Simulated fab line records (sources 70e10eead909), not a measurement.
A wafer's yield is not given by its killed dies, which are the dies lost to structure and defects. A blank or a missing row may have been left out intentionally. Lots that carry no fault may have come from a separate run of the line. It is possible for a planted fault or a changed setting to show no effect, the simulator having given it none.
Chamber matching	flow nand_harc	NHARC_A_STAIRCASE_DEP_471 on pecvd-03: 3 sister chambers
The step deposits SiO2, target thk 100 nm. 18 wafers are shown with their chamber, then 9 later ones without.

## WAFERS PAIRED WITH THEIR CHAMBERS
wafer	chamber	throttle_valve_pct (%)	heater_power_outer_w (W)	heater_power_w (W)
L078.1	0	15.8	282	577
L078.2	1	17.1	212	479
L078.4	1	17.3	218	476
L081.1	2	15.4	271	514
L081.2	1	17.2	214	478
L081.6	0	15.7	294	565
L082.2	2	15.2	378	652
L082.3	1	17.2	214	474
L082.6	1	17.0	214	466
L087.1	1	17.0	190	447
L087.3	0	15.8	327	642
L087.4	0	15.8	343	651
L089.1	1	17.3	212	468
L089.5	1	16.9	214	479
L089.6	2	15.6	352	629
L090.4	0	16.0	314	633
L090.5	2	15.6	358	650
L090.6	1	17.2	194	444

SIGNATURES (averages over the wafers above)
reading	chamber 0	chamber 1	chamber 2	scatter within a chamber
throttle_valve_pct	15.820	17.133	15.450	0.146
heater_power_outer_w	312.00	209.11	339.75	25.7
heater_power_w	613.60	467.89	611.25	37.1
Rule: a wafer lies at a distance from a chamber equal to the root of the sum of squares, over the readings, of (its reading less the chamber's mean, divided by the reading's scatter). The wafer belongs to the nearest chamber; if the next one is less than 2 further off, it can't be placed. The scatter: the root of (the sum of the squares of (reading less its chamber's mean) over the shown wafers, divided by (wafers less chambers)).

## WAFERS WITH NO CHAMBER GIVEN
wafer	throttle_valve_pct (%)	heater_power_outer_w (W)	heater_power_w (W)
L094.4	17.1	192	437
L094.5	16.1	345	664
L094.6	15.4	332	598
L091.1	15.7	318	622
L091.3	15.4	350	610
L091.4	15.8	344	608
L097.1	16.1	244	518
L097.2	15.4	377	654
L097.4	16.0	246	533

## EACH ONE'S CHAMBER
wafer	from the rows above	in truth
L094.4	1	1
L094.5	0	0
L094.6	2	2
L091.1	can't be placed: 0 or 2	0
L091.3	2	2
L091.4	can't be placed: 0 or 2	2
L097.1	0	0
L097.2	2	2
L097.4	0	0
Correct placement for 7 of the 9. These rows do not allow placing 2 (true chamber among the candidates in 2). Wrongly placed: 0.
